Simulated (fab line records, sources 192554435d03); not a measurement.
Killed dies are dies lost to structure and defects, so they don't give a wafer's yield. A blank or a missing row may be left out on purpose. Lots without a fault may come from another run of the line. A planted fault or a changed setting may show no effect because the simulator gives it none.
Which tool did it? | flow n5_finfet | 11 lots, 30 wafers sampled, at 4 steps of a route of 1938

WHAT THE GAUGES READ, wafer by wafer
N5_PASSIVATION_CD_MEAS_44: target cd 40000 nm.
lot  | measured     | on        | cd_nm (nm)
L853 | day 13 18:43 | cd_sem-02 | 40002 39997 40000
L852 | day 14 01:47 | cd_sem-03 | 39996 40001 40000
L854 | day 14 02:20 | cd_sem-03 | 40000 39997 39999
L856 | day 14 03:13 | cd_sem-03 | 39994 39996 39995
L860 | day 15 03:03 | cd_sem-01 | 40054 40003
L861 | day 15 07:57 | cd_sem-02 | 40050 39999
L862 | day 15 20:28 | cd_sem-01 | 40056 40002
L863 | day 15 23:37 | cd_sem-02 | 40002 40003 40003
L866 | day 17 02:27 | cd_sem-03 | 39996 39999 40001
L870 | day 17 13:59 | cd_sem-02 | 40000 40000 40000
L867 | day 17 15:05 | cd_sem-03 | 39998 40001 40001

WHICH TOOL RAN EACH LOT (tool, then ch and the chambers of the sampled wafers, then the start)
lot  | N5_PASSIVATION_DEGAS_18      | N5_PASSIVATION_SPUTTER_20    | N5_PASSIVATION_EXPOSE_41
L853 | pvd_sputter-01, day 13 16:11 | pvd_sputter-01, day 13 16:16 | krf_scanner-01 ch 0, day 13 18:32
L852 | pvd_sputter-02, day 13 23:08 | pvd_sputter-02, day 13 23:13 | krf_scanner-01 ch 0, day 14 01:37
L854 | pvd_sputter-02, day 13 23:41 | pvd_sputter-02, day 13 23:46 | krf_scanner-01 ch 0, day 14 02:10
L856 | pvd_sputter-03, day 14 00:35 | pvd_sputter-03, day 14 00:40 | krf_scanner-02 ch 0, day 14 03:03
L860 | pvd_sputter-02, day 15 00:38 | pvd_sputter-02, day 15 00:43 | krf_scanner-01 ch 0, day 15 02:53
L861 | pvd_sputter-01, day 15 05:10 | pvd_sputter-01, day 15 05:14 | krf_scanner-01 ch 0, day 15 07:47
L862 | pvd_sputter-01, day 15 17:58 | pvd_sputter-01, day 15 18:02 | krf_scanner-01 ch 0, day 15 20:18
L863 | pvd_sputter-03, day 15 20:54 | pvd_sputter-03, day 15 20:59 | krf_scanner-02 ch 0, day 15 23:28
L866 | pvd_sputter-02, day 16 23:48 | pvd_sputter-02, day 16 23:53 | krf_scanner-02 ch 0, day 17 02:16
L870 | pvd_sputter-03, day 17 11:20 | pvd_sputter-03, day 17 11:25 | krf_scanner-02 ch 0, day 17 13:48
L867 | pvd_sputter-03, day 17 12:34 | pvd_sputter-03, day 17 12:39 | krf_scanner-02 ch 0, day 17 14:55
- N5_PASSIVATION_DEGAS_18: time 60 s.
- N5_PASSIVATION_SPUTTER_20: material TaN, target thk 50 nm.
- N5_PASSIVATION_EXPOSE_41: exposes mask PASS OPEN, defocus 0 nm, target cd 40000 nm.

WHAT THE TOOLS THEMSELVES READ (means of the sampled wafers that have a number; where no wafer has one, the mark that the record gives instead)
N5_PASSIVATION_DEGAS_18.
lot  | tool           | heater_power_w (W) | susceptor_temp_C (C)
L853 | pvd_sputter-01 | 462                | 300.28
L852 | pvd_sputter-02 | 464                | 300.04
L854 | pvd_sputter-02 | 497                | 299.93
L856 | pvd_sputter-03 | 500                | 299.99
L860 | pvd_sputter-02 | 478                | 300.03
L861 | pvd_sputter-01 | 462                | 299.90
L862 | pvd_sputter-01 | 470                | 299.90
L863 | pvd_sputter-03 | 513                | 300.12
L866 | pvd_sputter-02 | 507                | 300.18
L870 | pvd_sputter-03 | 482                | 299.93
L867 | pvd_sputter-03 | 454                | 300.00

N5_PASSIVATION_SPUTTER_20.
lot  | tool           | susceptor_temp_C (C) | throttle_valve_pct (%)
L853 | pvd_sputter-01 | 25.02                | 30.2
L852 | pvd_sputter-02 | 24.97                | 30.0
L854 | pvd_sputter-02 | 25.05                | 28.3
L856 | pvd_sputter-03 | 24.96                | 30.1
L860 | pvd_sputter-02 | 25.10                | 29.5
L861 | pvd_sputter-01 | 25.02                | 30.2
L862 | pvd_sputter-01 | 25.11                | 30.1
L863 | pvd_sputter-03 | 24.93                | 29.8
L866 | pvd_sputter-02 | 25.02                | 29.8
L870 | pvd_sputter-03 | 24.99                | 30.2
L867 | pvd_sputter-03 | 25.08                | 30.5

THE ANSWER, worked out from the rows above alone
Rule: what is usual is taken from the lots themselves. Put in order of their means at a reading, lots are off if they are a third of the lots or fewer, leave a main group of 4 or more, and stand apart from it by a gap of 3 or more times the standard deviation of the main group's means; of several such gaps the widest counts. A main group whose means are all the same, to the digits that the tables above print for the reading, isn't used. A lot without any number at a reading at which 4 lots or more have one is off too. The other lots that the step has rows for count as sound. The gauges are gone through in route order, then the tools' own readings, and for those a lot's mean is taken as printed above. The first step at which some lot is off is used, and at that step the reading that is off furthest; a lot without a number counts as furthest.
Off: L860, L861, L862, at N5_PASSIVATION_CD_MEAS_44 (cd_nm). The main group: mean 39999 nm, standard deviation 2.
A tool fits if, at a process step before that reading, it ran every lot that is off, and no sound lot after the first of them. The gauges at N5_PASSIVATION_CD_MEAS_44 are tried like those tools. One fits: krf_scanner-01 at N5_PASSIVATION_EXPOSE_41. Its last sound lot is L854 (day 14 02:10), its first lot that is off L860 (day 15 02:53): a fault that began between those two fits.

WHAT THE SIMULATOR HAD PUT IN
Process parameter drift: krf_scanner-01, from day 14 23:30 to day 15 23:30, at N5_PASSIVATION_EXPOSE_41. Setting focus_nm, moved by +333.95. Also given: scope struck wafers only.
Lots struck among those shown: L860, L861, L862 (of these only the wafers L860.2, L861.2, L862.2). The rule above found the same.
